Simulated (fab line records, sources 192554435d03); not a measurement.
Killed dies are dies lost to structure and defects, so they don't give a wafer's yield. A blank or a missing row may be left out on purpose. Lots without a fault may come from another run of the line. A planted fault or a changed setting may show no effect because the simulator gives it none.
Split-lot experiment | flow n5_finfet | 7 lots, 21 wafers read, on a route of 1938 steps

THE SPLIT
At N5_DUMMY_GATE_ETCH_37 (etches SOC in N2/H2, target depth 60 nm, overetch 30 nm), the setting source_w was moved away from the recipe's 840 W on 7 of the 21 wafers read, by -11.7% to +17.3%. The other wafers ran this setting at the recipe's value.

The reading is taken at the split's own step.

THE READING
rf_vpp_V, in V, at N5_DUMMY_GATE_ETCH_37 (etches SOC in N2/H2, target depth 60 nm, overetch 30 nm). Fault-free wafers of this fab line usually give 525.0 V, standard deviation 2.3 V.

wafer  | tool, chamber at the split | source_w as run, W | against the recipe | rf_vpp_V, V | against lot-mates on the recipe
L077.3 | rie_diel-02, 0             | 900.9              | +7.3%              | 514.3       | -11.4
L077.4 | rie_diel-02, 1             | 840                | recipe             | 524.1       | -
L077.5 | rie_diel-02, 3             | 840                | recipe             | 527.2       | -
L079.1 | rie_diel-01, 1             | 769.3              | -8.4%              | 540.6       | +18.9
L079.3 | rie_diel-01, 2             | 840                | recipe             | 521.7       | -
L079.5 | rie_diel-01, 3             | 769.3              | -8.4%              | 541.5       | +19.8
L080.2 | rie_diel-03, 1             | 757.2              | -9.9%              | 545.3       | +20.1
L080.5 | rie_diel-03, 3             | 840                | recipe             | 525.2       | -
L080.6 | rie_diel-03, 1             | 757.2              | -9.9%              | 544.3       | +19.1
L085.1 | rie_diel-02, 3             | 840                | recipe             | 526.2       | -
L085.5 | rie_diel-02, 3             | 840                | recipe             | 525.7       | -
L085.6 | rie_diel-02, 2             | 840                | recipe             | 521.9       | -
L088.2 | rie_diel-02, 0             | 741.5              | -11.7%             | 549.4       | +23.9
L088.3 | rie_diel-02, 3             | 840                | recipe             | 524.5       | -
L088.6 | rie_diel-02, 3             | 840                | recipe             | 526.4       | -
L092.1 | rie_diel-01, 1             | 985                | +17.3%             | 496.1       | -28.6
L092.2 | rie_diel-01, 0             | 840                | recipe             | 528.1       | -
L092.3 | rie_diel-01, 2             | 840                | recipe             | 521.4       | -
L095.1 | rie_diel-01, 1             | 840                | recipe             | 526.0       | -
L095.3 | rie_diel-01, 2             | 840                | recipe             | 521.5       | -
L095.6 | rie_diel-01, 2             | 840                | recipe             | 523.3       | -

THE FIT
A straight line over all 21 wafers: rf_vpp_V changes by -1.84 V for each +1% of source_w; r = -0.98; the points scatter about the line by 2.3 V.
The same after taking each lot's own level away (the mean of its wafers on the recipe; 21 wafers): -1.88 V for each +1%; r = -0.98; scatter 2.1 V.
On that fit, the largest move of source_w shifts the reading by 32 V.
The lots' own levels span 521.70 to 525.65 V, that is 1.7 times the standard deviation above.
So the lot-to-lot level changes the slope little: the two slopes agree.
Check: with one of the wafers moved furthest among these (+17.3%) left out of the fit, the line predicts -34.4 V for it against its lot-mates. It came out at -28.6 V against them.
Tool readings at the split's step, against how far the setting was moved: rf_vpp_V r = -0.98.

OTHER SPLITS ON THESE WAFERS
These wafers also went through other splits before the reading. Each is held against what the fit with the lots' levels taken away leaves over:
other split on the same wafers        | wafers away from the commonest value | r with rf_vpp_V (lot level and that fit taken away)
N5_WELL_APT_PEB_06 peb_time_s         | 4                                    | -0.36
N5_WELL_APT_DEVELOP_07 develop_time_s | 11                                   | -0.17
N5_FIN_SAQP_PECVD_06 time_s           | 7                                    | +0.24
N5_FIN_SAQP_EXPOSE_13 dose_mj         | 6                                    | -0.11
N5_FIN_CUT_ETCH_21 bias_w             | 7                                    | -0.54
N5_FIN_CUT_CUT_ETCH_26 time_s         | 7                                    | -0.17

THE WHOLE CHAIN: every reading that the file lists as answering this split, in the file's order
step                  | what it does                                            | reading                                                                             | change (the file's fit)                | r (the file's)
N5_DUMMY_GATE_ETCH_37 | etches SOC in N2/H2, target depth 60 nm, overetch 30 nm | rf_vpp_V                                                                            | -1.85 V for each +1% of the setting    | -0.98
N5_DUMMY_GATE_ETCH_37 | etches SOC in N2/H2, target depth 60 nm, overetch 30 nm | SiARC_of_DUMMY_GATE_COAT_35.thk_nm (the simulator's own value, which no gauge read) | -0.0348 nm for each +1% of the setting | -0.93

THE FILE'S OWN FIT
rf_vpp_V changes by -1.85 V for each +1% of source_w, r = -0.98.
